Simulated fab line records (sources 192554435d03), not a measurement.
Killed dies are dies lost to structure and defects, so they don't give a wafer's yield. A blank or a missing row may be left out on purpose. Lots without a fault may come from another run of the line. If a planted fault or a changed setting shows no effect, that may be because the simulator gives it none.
fab line records	flow n5Finfet
[record] lots = 5	wafers = 13	lastDay = 16
route steps=1938 shown SDB@361 DUMMY_REMOVAL@377 HKMG_FIN@385 GATE_CUT@469 BEOL_M4@1111 PASSIVATION@1936
lots untouched by any fault: they come from a run of this same line in which no faults occurred
startH: hours from the record's opening day to when the first of the lot's shown wafers began	waitH: time in hours since the lot's previous step	" identical to the entry in the row above	L1.1+2: several wafers, shown together as one row	- either no value or no given start	* or withheld: withheld	< > ~ a bound
route shown NAME@n: a module of which the file shows steps, and the number in the route of the first	usual: mean/standard deviation taken from wafers without a fault	same: alike in all rows	chamber/n: place in a boat	sites: each site's reading	_std_site: the standard deviation of these	_edge_site: the outer-site mean with the inner-site mean subtracted	radiusMm: how far each site lies from the wafer's centre	mask NAME#n: copy n	behind: the tool/chamber that last shaped the wafer	hold: why the lot was held/for how many hours/how that ended	device: transistor that didn't switch, given as n, p or np	end of line: tests run on the same wafers once the route is complete	a step given without rows: its recipe and nothing more	killed: dies that structure and defects cost at the first sort, which is not the same as the wafer's yield	map: a wafer's dies, marking killed ones x, the rest . and places with no die _
set.NAME: setting as actually run; set.NAME@STEP: the setting as run at that earlier step	model.NAME: the simulator's own value behind a step, which no gauge read
lots seen at some steps along the route; tables by step, rows by wafer
services: the hour from which a tool's chamber was out of use, counted from the record's first day as startH (under 0 if before that day), plus the number of hours and why
[[steps]]
[step N5_SDB_ETCH_18]
[recipe] chemistry = N2/H2	target = SOC	targetDepthA = 1000	overetchA = 200	maskMaterial = SiARC	tempC = 40	timeS = 150	ionEnergyEv = 200	pressureMtorr = 30	sourceW = 840	biasW = 150	n2FlowSccm = 200	h2FlowSccm = 200
[step N5_SDB_STRIP_19]
[recipe] chemistry = N2/H2	tempC = 40	n2FlowSccm = 200	h2FlowSccm = 200	rfFrequencyHz = 6e+07
[step N5_SDB_STRIP_21]
[recipe] chemistry = CF4	resist = SiARC	powerW = 300	biasPowerW = 75	pressureMtorr = 50	cf4FlowSccm = 150	rfFrequencyHz = 6e+07
[step N5_SDB_HM_OPEN_20]
[recipe] chemistry = CH3F/O2	target = SiNx	maskMaterial = SOC	targetDepthA = 240	stopOn = poly-Si	overEtchFrac = 0.4	ionEnergyEv = 120	pressureMtorr = 30	sourceW = 395	biasW = 73	Ar_flow_sccm = 150	CH3F_flow_sccm = 30	O2_flow_sccm = 20
[step N5_SDB_STRIP_22]
[recipe] chemistry = N2/H2	powerW = 1000	tempC = 250	h2Frac = 0.65	overashFraction = 0.3	pressureMtorr = withheld	n2FlowSccm = 1750	h2FlowSccm = 3250
[step N5_SDB_PRECLEAN_23]
[recipe] chemistry = dHF	timeS = 30	tempC = 25	dilution = withheld
[step N5_SDB_DUMMY_REMOVE_24]
[recipe] chemistry = TMAH	tempC = 70	target = poly-Si	stopOn = SiO2	targetDepthNm = 142	concWtPct = 5	timeS = 57	dry = ipaMarangoni	rinseTimeS = 30	rinseTempC = 23
[step N5_SDB_ETCH_25]
[recipe] chemistry = C4F6/O2	target = SiO2	targetDepthA = 100	timeS = 3.3	ionEnergyEv = 250	maskMaterial = SiNx	pressureMtorr = 30	sourceW = 345	biasW = 185	Ar_flow_sccm = 300	C4F6_flow_sccm = 10	O2_flow_sccm = 10
[step N5_SDB_CUT_ETCH_26]
[recipe] chemistry = HBr/Cl2/O2	target = Si	targetDepthA = 1296	btTimeS = 20	maskMaterial = SiNx	timeS = 51.8	ionEnergyEv = *	biasW = *	pressureMtorr = 10	icpW = 800	HBr_flow_sccm = 150	Cl2_flow_sccm = 80	O2_flow_sccm = 12
[step N5_SDB_PRECLEAN_38]
[recipe] chemistry = dHF	timeS = 10	dilution = 750:1	tempC = 25
[step N5_SDB_PRECLEAN_39]
[recipe] chemistry = O3/DIW	timeS = 45	tempC = 22	o3Ppm = 10
[step N5_SDB_SRD_28]
[recipe] dry = ipaMarangoni	timeS = 30	tempC = 23	rinseLiquid = diw
[step N5_SDB_ALD_29]
[recipe] material = SiNx	targetThkA = 300	tempC = 400	aldPrecursorFamily = SiH2I2	aldCoReactant = N2/H2-plasma	pulseTimeS = 1	aldCycles = 600	purgeTimeS = 2	coReactantPurgeTimeS = 2	pressureTorr = 2
[usual] aldCycles = 600/0	heaterPowerW = 829/71	precursorPulseHeightRel = 0.998/0.018	susceptorTempC = 400.00/0.22
lot.wafer	tool	chamber	startH	waitH	aldCycles	heaterPowerW	precursorPulseHeightRel	susceptorTempC	model.SiNx_of_SDB_ALD_29.thkNm
L549.2	aldSin-01	2	90.58	0.2	600	723	1.038	400.11	30
L549.4	"	1	"	"	600	822	1.003	400.09	30
L549.5	"	3	91.94	1.5	600	948	1.012	399.95	29.8
L550.2	aldSin-01	0	98.97	2.1	600	876	0.980	399.93	30
L550.4	"	1	"	"	1163	810	1.010	399.44	58.4
L550.6	"	1	100.32	3.5	600	831	0.964	399.90	30.4
L551.1	aldSin-01	3	102.72	0.0	1163	945	0.993	399.82	58.2
L551.5	"	0	104.07	1.4	600	880	0.963	400.31	30
L552.4	aldSin-01	3	114.10	0.6	1163	932	0.971	400.26	58
L552.5	"	1	115.45	1.9	600	803	0.990	400.04	30
L565.1	aldSin-04	3	188.83	0.0	600	832	0.992	399.88	30.2
L565.3	"	2	"	"	600	880	0.979	400.24	30.2
L565.4	"	1	"	"	600	800	1.002	399.74	29.8
[step N5_SDB_CMP_30]
[recipe] stopOn = poly-Si	tOverpolishS = 1.54	postCmpClean = alkalineBrush	downForcePsi = 4.1491	platenRpm = 51.796	padVelocityMS = 1.0306	targetThkNm = 30
[usual] edgeZonePressureFrac = 1.000/0.0048	motorCurrentA = 11.8/0.93	retainingRingPressureFrac = 1.000/0.0053	timeToEndpointS = 16.8/2.7
lot.wafer	tool	chamber	startH	waitH	edgeZonePressureFrac	motorCurrentA	retainingRingPressureFrac	timeToEndpointS
L549.4	cmp-02	0	93.39	1.5	1.001	10.7	0.999	13.1
L549.2	"	1	"	"	1.004	11.4	1.007	20.0
L549.5	"	3	"	"	0.995	12.9	1.002	14.9
L550.2	cmp-04	2	101.72	1.4	1.002	11.7	0.996	16.9
L550.4	"	0	"	"	0.993	12.1	1.003	27.6
L550.6	"	2	"	"	0.998	11.5	1.000	16.2
L551.1	cmp-02	2	105.57	1.5	0.995	12.1	1.002	29.3
L551.5	"	3	"	"	0.992	12.5	1.000	20.0
L552.4	cmp-04	2	116.91	1.5	1.001	11.8	1.004	25.4
L552.5	"	0	"	"	1.000	12.2	0.994	16.5
L565.1	cmp-01	3	191.56	1.4	0.997	12.6	0.987	14.3
L565.3	"	1	"	"	1.001	11.9	1.001	14.3
L565.4	"	2	"	"	0.999	11.7	0.996	17.2
[step N5_DUMMY_REMOVAL_HM_STRIP_01]
[recipe] chemistry = CH3F/O2	material = SiNx	targetDepthA = 40	stopOn = poly-Si	timeS = 6.8	overEtchFrac = 0.3	ionEnergyEv = 60	powerW = 410	biasW = 29	Ar_flow_sccm = 150	CH3F_flow_sccm = 30	O2_flow_sccm = 20
[step N5_DUMMY_REMOVAL_STRIP_10]
[recipe] chemistry = N2/H2	timeS = 40	powerW = 100	tempC = 40	pressureMtorr = 100	rfFrequencyHz = 6e+07	biasPowerW = 3	n2FlowSccm = 300	h2FlowSccm = 300
[step N5_DUMMY_REMOVAL_PRECLEAN_07]
[recipe] chemistry = dHF	timeS = 30	tempC = 25	dilution = withheld
[step N5_DUMMY_REMOVAL_DUMMY_REMOVE_02]
[recipe] chemistry = TMAH	tempC = 70	target = poly-Si	stopOn = SiO2	targetDepthNm = 142	concWtPct = 5	timeS = 57	dry = ipaMarangoni	rinseTimeS = 30	rinseTempC = 23
[step N5_DUMMY_REMOVAL_PRECLEAN_08]
[recipe] chemistry = NF3:NH3	afsCycles = 2	tempC = 30	timeS = 20	sublimationTempC = 180	sublimationTimeS = 60	pressureTorr = 3	rfPowerW = 30
[step N5_DUMMY_REMOVAL_PRECLEAN_04]
[recipe] chemistry = DHF	timeS = 37	tempC = 25	dilution = 500:1
[step N5_DUMMY_REMOVAL_SRD_05]
[recipe] dry = ipaMarangoni	doPpb = 5	timeS = 30	tempC = 23	rinseLiquid = diw
[step N5_HKMG_FIN_IL_REGROW_00]
[recipe] material = SiO2	targetThkA = 7.5	chemistry = O3	tempC = withheld	timeS = 30
[step N5_HKMG_FIN_HK_ALD_01]
[recipe] material = HfO2	targetThkA = 16	tempC = withheld	aldPrecursorFamily = HfCl4	aldCoReactant = H2O	pulseTimeS = 3	purgeTimeS = 3	coReactantPurgeTimeS = 2.5	coReactantPulseTimeS = 0.3	aldCycles = 30
[step N5_HKMG_FIN_HK_ANNEAL_02]
[recipe] tempC = 700	timeS = 30	ambient = N2	idleTempC = 600	rampUpCPerS = 150	rampDownCPerS = 60	coolToC = 600
[step N5_HKMG_FIN_ALD_74]
[recipe] material = La2O3	targetThkA = 5	tempC = 250	aldPrecursorFamily = La-Cp	aldCoReactant = O3	pulseTimeS = 6	coReactantPulseTimeS = 1	purgeTimeS = 3	coReactantPurgeTimeS = 3
[step N5_HKMG_FIN_ALD_75]
[recipe] material = Al2O3	targetThkA = 10	tempC = 150	aldPrecursorFamily = TMA	aldCoReactant = H2O	pulseTimeS = withheld	coReactantPulseTimeS = 1
[step N5_HKMG_FIN_COAT_41]
[recipe] resist = SOC	tempC = 250	timeS = 60	spinRpm = 1500	resistThkNm = 300
[step N5_HKMG_FIN_COAT_42]
[recipe] resist = SiARC	tempC = 220	timeS = 60	spinRpm = 1500	resistThkNm = 35
[step N5_HKMG_FIN_COAT_43]
[recipe] resist = CAR-ArF	spinRpm = 1500	resistThkNm = 90
[step N5_HKMG_FIN_EBR_45]
[recipe] solvent = PGMEA	ebrWidthMm = 1.5
[step N5_HKMG_FIN_SOFTBAKE_44]
[recipe] tempC = 110	timeS = 60	resist = CAR-ArF
[step N5_HKMG_FIN_EXPOSE_46]
[recipe] maskId = NDIPOLE	na = 1.35	sourceShape = conventional	sigmaOuter = 0.8	polarization = unpolarized	doseMj = 40
[step N5_HKMG_FIN_PEB_47]
[recipe] pebTempC = withheld	pebTimeS = 60	resist = CAR-ArF
[step N5_HKMG_FIN_DEVELOP_48]
[recipe] developTimeS = 30	developer = TMAH	resist = CAR-ArF	rinseLiquid = diw	dry = airSpin	devTempC = 23
[step N5_HKMG_FIN_DESCUM_53]
[recipe] chemistry = O2	timeS = 7.9	sourcePowerW = 50	biasPowerW = 20	pressureMtorr = 20	rfFrequencyHz = 2.712e+07	tempC = 40	resist = CAR-ArF	o2FlowSccm = 225
[step N5_HKMG_FIN_ETCH_54]
[recipe] chemistry = CF4	target = SiARC	targetDepthA = 455	maskMaterial = CAR-ArF	timeS = 75.8	ionEnergyEv = 80	pressureMtorr = 40	sourceW = 545	biasW = 36	Ar_flow_sccm = 100	cf4FlowSccm = 100	ends = cleared
[step N5_GATE_CUT_ETCH_58]
[recipe] chemistry = CH3F/O2	target = SiNx	targetDepthA = 170	timeS = 128.6	ionEnergyEv = 50	pressureMtorr = 30	sourceW = 415	biasW = 21	Ar_flow_sccm = 150	CH3F_flow_sccm = 30	O2_flow_sccm = 20
[usual] biasW = 21.00/0.061	drypumpMotorCurrentA = 5.6/0.52	mfcArSccm = 150.1/0.49	oesProductAu = 0.77/0.082	rfVppV = 99.3/1	showerheadPlenumPTorr = 2.03/0.084	throttleValvePct = 16.38/0.27
lot.wafer	tool	chamber	startH	waitH	biasW	drypumpMotorCurrentA	mfcArSccm	oesProductAu	rfHoursCounterH	rfVppV	showerheadPlenumPTorr	throttleValvePct	model.SiNx_of_SDB_ALD_29.thkNm
L549.2	rieDiel-05	3	104.04	0.1	21.00	5.6	150.8	0.76	140	101.8	2.10	16.13	24.6
L549.4	"	1	"	"	20.95	5.7	150.7	0.91	23	100.0	2.03	16.16	24.4
L549.5	"	0	"	"	21.00	6.2	149.7	0.75	-	99.0	1.89	16.50	24.4
L550.2	rieDiel-02	3	112.18	0.0	21.06	5.5	150.1	0.76	127	99.0	2.09	16.47	24.6
L550.4	"	3	"	"	21.06	5.5	149.5	0.76	-	100.0	2.09	16.46	25.8
L550.6	"	0	"	"	20.99	5.2	149.7	0.75	-	101.2	2.08	16.58	24.8
L551.1	rieDiel-06	0	116.13	0.2	21.10	5.1	150.2	0.76	134	97.3	1.92	16.31	23.8
L551.5	"	3	"	"	21.11	6.5	150.3	0.76	-	100.5	2.08	16.09	24.6
L552.4	rieDiel-05	0	127.21	0.0	21.10	6.1	150.4	0.74	209	100.1	1.89	16.51	23
L552.5	"	3	"	"	21.01	5.6	150.4	0.75	-	100.4	2.09	16.13	24.6
L565.1	rieDiel-05	3	201.94	0.1	20.99	5.6	150.7	0.73	171	99.0	2.09	16.19	24.8
L565.3	"	1	"	"	20.82	5.7	149.3	0.87	54	99.3	2.02	16.21	24.8
L565.4	"	0	"	"	20.97	6.1	149.8	0.73	225	98.1	1.88	16.54	24.4
[step N5_BEOL_M4_RC_MEAS_101]
[usual] DIBL_N = 36.2/1.7	DIBL_P = 36.2/2.2	IOFF_N = 0.16/0.035	IOFF_P = 0.21/0.042	ION_N = 673/13	ION_P = 462/7.9	SS_N = 71.4/0.59	SS_P = 73.2/0.7	VT_N = 250/3.6	VT_P = -251/3.5
lot.wafer	tool	chamber	startH	waitH	DIBL_N[mV/V]	DIBL_P[mV/V]	IOFF_N[nA/um]	IOFF_P[nA/um]	ION_N[uA/um]	ION_P[uA/um]	SS_N[mV/dec]	SS_P[mV/dec]	VT_N[mV]	VT_P[mV]
L549.2	prober-02	0	178.33	0.2	35.6	35.1	0.16	0.21	672	465	70.8	73.2	249	-251
L549.4	"	0	"	"	33.1	32.7	0.11	0.16	654	456	70.4	72.1	255	-253
L549.5	"	0	"	"	35.7	36.2	0.16	0.23	674	462	71.2	73.7	247	-248
L550.2	prober-01	0	188.80	0.2	39.6	38.3	0.23	0.27	694	476	72.3	74.5	244	-246
L550.4	"	0	"	"	35.0	34.4	0.12	0.20	647	460	71.2	72.3	253	-250
L550.6	"	0	"	"	39.2	39.1	0.21	0.30	688	468	72.3	74.3	246	-245
L551.1	prober-01	0	196.32	0.0	35.6	38.0	0.17	0.21	681	456	71.0	72.9	252	-250
L551.5	"	0	"	"	35.8	37.2	0.17	0.19	664	454	71.8	73.8	250	-253
L552.4	prober-02	0	211.93	0.5	36.2	35.2	0.16	0.20	682	466	71.2	73.1	248	-249
L552.5	"	0	"	"	37.7	38.3	0.19	0.25	683	469	72.1	73.5	248	-248
L565.1	prober-02	0	283.98	0.0	35.4	36.5	0.15	0.19	669	461	71.2	73.4	248	-253
L565.3	"	0	"	"	33.8	34.5	0.12	0.16	661	455	70.8	72.2	253	-254
L565.4	"	0	"	"	33.0	33.4	0.12	0.15	670	462	70.6	73.1	254	-255
[step N5_PASSIVATION_PROBE_49]
[usual] defectLimitedYield = 91.4/1.4	killed_at_M0_to_M3 = 31/10	killed_at_M4_up = 14/5.6	killedAtContacts = 13/6.3	killedAtFrontEnd = 39/10	killedAtOther = 4/3.1	killedDies = 101/16	killedOpen = 65/13	killedShort = 34/7.2	sort_bin_5_function = 5.1/0.88	sort_bin_6_memory = 3.2/0.66	sortNPass = 1079/16	sortYieldPct = 91.4/1.4
[same] grossDies = 1180	killedAtBackSide = 0	sort_bin_4_leakage[%] = 0	sort_bin_8_speed[%] = 0
lot.wafer	tool	chamber	startH	waitH	defectLimitedYield[%]	killed_at_M0_to_M3	killed_at_M4_up	killedAtContacts	killedAtFrontEnd	killedAtOther	killedDies	killedOpen	killedShort	sort_bin_5_function[%]	sort_bin_6_memory[%]	sortNPass	sortYieldPct[%]
L551.5	prober-01	-	295.00	0.2	93.1	17	9	10	40	5	81	48	33	4.2	2.4	1099	93.1
L552.5	prober-01	-	316.27	0.2	89.7	54	17	16	30	4	121	83	38	5.2	4.6	1059	89.7
// killed by level:class
L551.5 FIN_SAQP:geometricParticle:short=14 FIN_SAQP:geometricParticle:open=13 MOL_CONTACT_COAG:geometricParticle:open=8 BEOL_M0_SAQP:geometricParticle:short=7 BEOL_M0_SAQP:geometricParticle:open=5 BEOL_M4:geometricParticle:open=4 STI_FIN_REVEAL:geometricParticle:open=3 STARTING-WAFER:geometricParticle:short=3
L552.5 BEOL_M0_SAQP:geometricParticle:open=17 MOL_CONTACT_COAG:geometricParticle:open=16 BEOL_M1:geometricParticle:open=12 BEOL_M0_SAQP:geometricParticle:short=11 BEOL_M4:geometricParticle:open=10 FIN_SAQP:geometricParticle:short=7 FIN_SAQP:geometricParticle:open=6 BEOL_M1:geometricParticle:short=3
[[services]]
tool	chamber	startH	hours	kind
cmp-01	-	67.72	4.9	pm
rieDiel-05	1	72.84	5.6	repair
cmp-04	-	82.49	5.3	pm
aldSin-04	-	85.25	14.0	pm
aldSin-04	0	85.25	14.0	ventCycle
aldSin-04	1	85.25	14.5	ventCycle
aldSin-04	2	85.25	14.0	ventCycle
aldSin-04	3	85.25	14.0	ventCycle
cmp-04	-	88.90	2.5	repair
cmp-02	-	98.90	5.3	pm
aldSin-04	0	99.25	-	clean
aldSin-04	2	99.25	-	clean
aldSin-04	3	99.25	-	clean
rieDiel-02	2	106.52	6.9	repair
rieDiel-02	1	113.58	17.4	repair
rieDiel-05	1	115.02	3.4	repair
rieDiel-02	2	118.32	7.8	repair
cmp-01	-	122.54	4.0	pm
cmp-01	-	126.54	-	consumableReplace:conditioner
rieDiel-02	3	144.57	4.2	repair
aldSin-04	2	153.16	4.9	repair
rieDiel-02	-	154.97	0.8	repair
rieDiel-05	0	160.21	8.9	repair
aldSin-04	2	164.78	9.2	repair
[[key]]
[firstSign] step = N5_SDB_ALD_29	reading = aldCycles	direction = up	sigmas = 99+	usual = *	struck = *
[effect] step = N5_SDB_CMP_30	reading = timeToEndpointS	direction = up	sigmas = 4	usual = *	struck = *
[modelEffect] step = N5_SDB_ALD_29	value = SiNx_of_SDB_ALD_29.thkNm	without = 30.07	struck = 58.2
[modelEffect] step = N5_GATE_CUT_ETCH_58	value = SiNx_of_SDB_ALD_29.thkNm	without = 24.6	struck = 24.2
metAt N5_SDB_ALD_29
struckWafers L550.4,L551.1,L552.4
[fault] kind = processParameterDrift	tool = aldSin-01	chamber = -	onsetH = 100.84	steps = N5_SDB_ALD_29	channel = aldCycles	offset = *	shape = step	endH = 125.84	scope = struckWafersOnly	actsIn = *	stated = *
